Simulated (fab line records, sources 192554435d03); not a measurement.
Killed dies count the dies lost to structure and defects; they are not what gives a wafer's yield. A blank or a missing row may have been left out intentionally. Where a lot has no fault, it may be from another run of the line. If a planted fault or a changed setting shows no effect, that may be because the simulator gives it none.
Chamber matching :: flow n5_finfet :: cmp-04 running N5_MOL_CONTACT_COAG_CMP_28: 4 sister chambers
The step polishes, stops on SiNx, t overpolish 0.85 s, target thk 14.522 nm. 4 wafers are shown with their chamber, then 10 later ones without.

## EACH WAFER AND ITS CHAMBER
wafer: L092.5
chamber: 1
time_to_endpoint_s (s): 2.7

wafer: L092.6
chamber: 0
time_to_endpoint_s (s): 3.6

wafer: L093.3
chamber: 3
time_to_endpoint_s (s): 0.2

wafer: L093.4
chamber: 2
time_to_endpoint_s (s): 7.8

## WAFERS MISSING THEIR CHAMBER
wafer: L093.5
time_to_endpoint_s (s): 9.2

wafer: L094.4
time_to_endpoint_s (s): 1.2

wafer: L094.5
time_to_endpoint_s (s): 6.1

wafer: L094.6
time_to_endpoint_s (s): 2.5

wafer: L095.1
time_to_endpoint_s (s): 0.1

wafer: L095.5
time_to_endpoint_s (s): 6.0

wafer: L095.6
time_to_endpoint_s (s): 0.0

wafer: L097.1
time_to_endpoint_s (s): 3.3

wafer: L097.4
time_to_endpoint_s (s): 7.5

wafer: L097.5
time_to_endpoint_s (s): 8.7

## WHICH CHAMBER EACH WENT THROUGH
wafer: L093.5
from the rows above: 2
in truth: 2

wafer: L094.4
from the rows above: can't be placed: 3 or 1 or 0
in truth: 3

wafer: L094.5
from the rows above: can't be placed: 2 or 0 or 1
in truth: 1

wafer: L094.6
from the rows above: can't be placed: 1 or 0
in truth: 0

wafer: L095.1
from the rows above: 3
in truth: 3

wafer: L095.5
from the rows above: can't be placed: 2 or 0 or 1
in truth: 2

wafer: L095.6
from the rows above: 3
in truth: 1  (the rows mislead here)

wafer: L097.1
from the rows above: can't be placed: 0 or 1
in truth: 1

wafer: L097.4
from the rows above: 2
in truth: 2

wafer: L097.5
from the rows above: 2
in truth: 2
4 of 10 placed correctly. Can't be placed from these rows: 5 (the true chamber is among the candidates in 5). 1 placed wrongly.
How it was worked out, from the rows above alone: a wafer's distance from a chamber is the root of the sum, over the readings, of the square of ((its reading less the chamber's mean) divided by the reading's scatter). The wafer belongs to the nearest chamber; if the next one is less than 2 further off, it can't be placed. Each chamber's mean is taken over the wafers shown for it. The scatter: with one shown wafer a chamber, the root of the mean of the squares of how far each hidden wafer lies from its nearest shown one.
